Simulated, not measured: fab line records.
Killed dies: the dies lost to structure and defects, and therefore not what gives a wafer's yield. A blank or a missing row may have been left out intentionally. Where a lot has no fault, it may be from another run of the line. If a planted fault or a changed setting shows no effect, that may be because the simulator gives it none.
2 desks looking at one fault / flow n5-finfet / what lay behind the numbers comes last; until then each desk has only its own

== FROM THE METROLOGY DESK ==
What the gauges read, lot by lot, whatever tool the lot ran on: means of the sampled wafers that have a number. Marked OUT: a lot whose mean sits more than 4 standard deviations from the usual mean, which makes it out of limits; the brackets give that distance. Shown here are 7 of its 12 readings, the ones lying furthest out on some lot.
Columns: A = DIBL_N at N5_BEOL_M4_RC_MEAS_101, usual 36.3 mV/V; B = IOFF_N at N5_BEOL_M4_RC_MEAS_101, usual 0.16 nA/um; C = IOFF_P at N5_BEOL_M4_RC_MEAS_101, usual 0.21 nA/um; D = ION_P at N5_BEOL_M4_RC_MEAS_101, usual 461 uA/um; E = SS_P at N5_BEOL_M4_RC_MEAS_101, usual 73.3 mV/dec; F = VT_N at N5_BEOL_M4_RC_MEAS_101, usual 251 mV; G = VT_P at N5_BEOL_M4_RC_MEAS_101, usual -251 mV
lot=L403; first seen here=day 6 17:13; A=36.7; B=0.15; C=0.22; D=465; E=73.6; F=251; G=-252
lot=L412; first seen here=day 8 18:27; A=34.0; B=0.13; C=0.17; D=463; E=72.9; F=254; G=-253
lot=L421; first seen here=day 11 05:59; A=36.9; B=0.16; C=0.21; D=460; E=74.1; F=250; G=-251
lot=L422; first seen here=day 11 10:04; A=34.4; B=0.12; C=0.14; D=450; E=72.7; F=255; G=-259
lot=L423; first seen here=day 11 19:26; A=36.8; B=0.14; C=0.19; D=454; E=73.4; F=253; G=-253
This desk's verdict: no lot among the 5 shows anything out of limits.

== FOR THE TOOL OWNER'S DESK: ald-metal-03 ==
The tool's own readings at N5_BEOL_M2_ALD_84 (deposits TaN, pulse time 2 s, purge time 3 s, co reactant purge time 2 s): means of the sampled wafers that have a number, for each lot that ran on this tool. Marked OUT: a lot whose mean sits more than 4 standard deviations from the usual mean, which makes it out of limits; the brackets give that distance.
Columns: A = heater-power-w at N5_BEOL_M2_ALD_84, usual 428 W
lot=L412; first seen here=day 8 19:25; A=420
lot=L423; first seen here=day 11 20:06; A=414
This desk's verdict: no lot among the 2 shows anything out of limits.

== TAKEN TOGETHER ==
From the metrology desk's view, nothing was out of limits.
The desk of the tool owner found nothing out of limits.

== WHAT WAS PUT IN BY THE SIMULATOR ==
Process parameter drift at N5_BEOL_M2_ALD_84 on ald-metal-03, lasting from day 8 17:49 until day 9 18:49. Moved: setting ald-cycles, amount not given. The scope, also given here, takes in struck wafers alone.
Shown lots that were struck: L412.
